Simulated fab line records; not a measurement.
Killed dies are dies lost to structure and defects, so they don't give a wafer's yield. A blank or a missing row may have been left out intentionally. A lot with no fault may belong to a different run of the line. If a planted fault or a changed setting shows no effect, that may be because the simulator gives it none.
The tool behind it: which one? -- flow nand-harc -- 33 wafers from 11 lots sampled at 5 of the route's 1302 steps

WHAT EACH GAUGE READ, for each wafer
NHARC_END_SORT_01.
lot,measured,on,defect-limited-yield (%)
L604,day 26 17:32,prober-02,89 92 90
L610,day 28 17:42,prober-01,87 88 88
L620,day 32 17:34,prober-01,88 88 87

TOOL THAT RAN EACH LOT (tool first, then ch and the chambers of the sampled wafers, then the start)
lot,NHARC_P_M2_ETCH_35,NHARC_P_M2_STRIP_18,NHARC_P_M2_DEGAS_29,NHARC_P_M2_PVD_20
L601,"rie-diel-01 ch 0,3, day 6 11:20","rie-diel-01 ch 0,3, day 6 11:40","pvd-sputter-01, day 6 12:22","pvd-sputter-01, no start"
L604,"rie-diel-01 ch 1,2, day 7 18:53","rie-diel-03 ch 1,2, day 7 19:11","pvd-sputter-01, day 7 19:49","pvd-sputter-01, day 26 17:32 or earlier"
L606,"rie-diel-01 ch 0,1,2, day 8 16:23","rie-diel-01 ch 1,3, day 8 16:41","pvd-sputter-02, day 8 17:19","pvd-sputter-02, no start"
L608,"rie-diel-05 ch 1,3, day 9 08:11","rie-diel-01 ch 0,1,2, day 9 08:30","pvd-sputter-03, day 9 09:07","pvd-sputter-03, no start"
L610,"rie-diel-03 ch 1,3, day 10 07:01","rie-diel-01 ch 1,2, day 10 07:19","pvd-sputter-01, day 10 07:58","pvd-sputter-01, day 28 17:42 or earlier"
L615,"rie-diel-03 ch 0,1,2, day 12 13:58","rie-diel-05 ch 1,2, day 12 14:16","pvd-sputter-03, day 12 14:54","pvd-sputter-03, no start"
L617,"rie-diel-03 ch 1,3, day 13 08:15","rie-diel-01 ch 1,3, day 13 08:34","pvd-sputter-01, day 13 09:12","pvd-sputter-01, no start"
L620,"rie-diel-01 ch 1,2,3, day 14 05:02","rie-diel-05 ch 0,1,3, day 14 05:20","pvd-sputter-02, day 14 07:35","pvd-sputter-02, day 32 17:34 or earlier"
L621,"rie-diel-05 ch 0,1,3, day 15 04:26","rie-diel-01 ch 0,1,2, day 15 04:47","pvd-sputter-01, day 15 05:22","pvd-sputter-01, no start"
L623,"rie-diel-03 ch 0,1,2, day 15 18:02","rie-diel-01 ch 0,2,3, day 15 18:19","pvd-sputter-01, day 15 18:58","pvd-sputter-01, no start"
L624,"rie-diel-01 ch 0,1, day 16 00:55","rie-diel-03 ch 2,3, day 16 01:13","pvd-sputter-01, day 16 01:51","pvd-sputter-01, no start"
- NHARC_P_M2_ETCH_35: etches the open film in N2/H2, target depth 40 nm, overetch 12 nm, time 43.94 s.
- NHARC_P_M2_STRIP_18: strips in N2/H2.
- NHARC_P_M2_DEGAS_29: time 60 s.
- NHARC_P_M2_PVD_20: deposits TaN, target thk 5 nm, time 8.06 s.

THE ANSWER, worked out from the rows above alone
Rule: usual is defined by the lots themselves. The widest of any qualifying gaps counts: lots, ordered by their means at a reading, are off when they make up no more than a third of the lots, leave a main group of 4 or more, and stand apart from it by 3 or more times the standard deviation of that group's means. If all means in a main group match to the digits the tables above print for the reading, that group is not used. Also off: a lot with no number at a reading for which 4 or more lots have one. The other lots that the step has rows for count as sound.
Nothing can be told from this: no lot is off at any reading shown.

WHAT THE SIMULATOR HAD INSERTED
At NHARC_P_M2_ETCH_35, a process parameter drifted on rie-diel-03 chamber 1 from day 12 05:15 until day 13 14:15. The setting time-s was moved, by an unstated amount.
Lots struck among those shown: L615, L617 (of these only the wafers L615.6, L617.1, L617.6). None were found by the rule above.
